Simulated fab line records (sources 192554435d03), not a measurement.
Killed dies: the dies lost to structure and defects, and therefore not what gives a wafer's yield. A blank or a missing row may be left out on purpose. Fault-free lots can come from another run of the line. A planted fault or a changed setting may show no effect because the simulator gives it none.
Split-lot experiment + flow n5Finfet + route with 1938 steps; 7 lots, 21 wafers read

== THE SPLIT ITSELF ==
At N5_GATE_CUT_COAT_27 (time 60 s, resist thk 10 nm), the setting spinRpm was moved away from the recipe's 1500 rpm on 6 of the 21 wafers read, by -8.8% to +8.9%. All remaining wafers had this setting at the recipe value.

== FROM THE SPLIT TO THE READING: what the file shows between them, 3 steps ==
- N5_GATE_CUT_COAT_07: resist thk 30 nm
- N5_GATE_CUT_EBR_09
- N5_GATE_CUT_DESCUM_18: chemistry O2, time 7 s

== THE READING ==
etch.depthNm (the simulator's own value, which no gauge read), in nm, at N5_GATE_CUT_ETCH_28 (etches underlayer in N2/H2, target depth 13 nm, time 10.4 s). There is no usual value for it anywhere in the file. Here, 15 wafers ran the recipe; their average is 10.016 nm with a standard deviation of 0.032 nm.

| wafer  | tool, chamber at the split | spinRpm as run, rpm | against the recipe | etch.depthNm, nm | against lot-mates on the recipe |
|--------|----------------------------|---------------------|--------------------|------------------|---------------------------------|
| L074.2 | lithoTrack-05, 0           | 1500                | recipe             | 9.977            | -                               |
| L074.4 | lithoTrack-05, 0           | 1583                | +5.5%              | 9.726            | -0.251                          |
| L074.5 | lithoTrack-05, 0           | 1583                | +5.5%              | 9.721            | -0.256                          |
| L075.3 | lithoTrack-02, 0           | 1500                | recipe             | 10.08            | -                               |
| L075.4 | lithoTrack-02, 0           | 1368                | -8.8%              | 10.55            | +0.490                          |
| L075.5 | lithoTrack-02, 0           | 1500                | recipe             | 10.04            | -                               |
| L080.2 | lithoTrack-02, 0           | 1500                | recipe             | 10.04            | -                               |
| L080.3 | lithoTrack-02, 0           | 1500                | recipe             | 10.07            | -                               |
| L080.4 | lithoTrack-02, 0           | 1439                | -4.1%              | 10.28            | +0.225                          |
| L084.1 | lithoTrack-01, 0           | 1500                | recipe             | 9.978            | -                               |
| L084.3 | lithoTrack-01, 0           | 1500                | recipe             | 9.99             | -                               |
| L084.5 | lithoTrack-01, 0           | 1500                | recipe             | 10.02            | -                               |
| L086.2 | lithoTrack-02, 0           | 1500                | recipe             | 9.971            | -                               |
| L086.4 | lithoTrack-02, 0           | 1634                | +8.9%              | 9.559            | -0.424                          |
| L086.6 | lithoTrack-02, 0           | 1500                | recipe             | 9.994            | -                               |
| L091.1 | lithoTrack-05, 0           | 1500                | recipe             | 10               | -                               |
| L091.4 | lithoTrack-05, 0           | 1500                | recipe             | 10.02            | -                               |
| L091.6 | lithoTrack-05, 0           | 1500                | recipe             | 9.996            | -                               |
| L097.3 | lithoTrack-01, 0           | 1500                | recipe             | 10.04            | -                               |
| L097.4 | lithoTrack-01, 0           | 1500                | recipe             | 10.02            | -                               |
| L097.6 | lithoTrack-01, 0           | 1443                | -3.8%              | 10.23            | +0.200                          |

THE FIT
A straight line over all 21 wafers: etch.depthNm changes by -0.0558 nm for each +1% of spinRpm; r = -0.99; the points scatter about the line by 0.032 nm.
The same after taking each lot's own level away (the mean of its wafers on the recipe; 21 wafers): -0.0505 nm for each +1%; r = -0.99; scatter 0.019 nm.
According to that fit, moving spinRpm by its largest amount changes the reading by 0.45 nm.
From 9.9770 to 10.0600 nm: that is the span of the lots' own levels, equal to 2.6 times the standard deviation above.
In other words, the slope is changed by the lot-to-lot level; the two fits disagree.
Check: with one of the wafers moved furthest among these (+8.9%) left out of the fit, the line predicts -0.455 nm for it against its lot-mates. Against them it came out at -0.424 nm.

== THE WHOLE CHAIN: every reading that the file lists as answering this split, in the file's order ==
| step                | what it does                                                | reading                                                                               | change (the file's fit)                | r (the file's) |
|---------------------|-------------------------------------------------------------|---------------------------------------------------------------------------------------|----------------------------------------|----------------|
| N5_GATE_CUT_COAT_27 | time 60 s, resist thk 10 nm                                 | underlayer_of_GATE_CUT_COAT_27.thkNm (the simulator's own value, which no gauge read) | -0.0527 nm for each +1% of the setting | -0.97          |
| N5_GATE_CUT_ETCH_28 | etches underlayer in N2/H2, target depth 13 nm, time 10.4 s | etch.depthNm (the simulator's own value, which no gauge read)                         | -0.0511 nm for each +1% of the setting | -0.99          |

== FILE'S OWN FIT ==
etch.depthNm changes by -0.0511 nm for each +1% of spinRpm, r = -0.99.
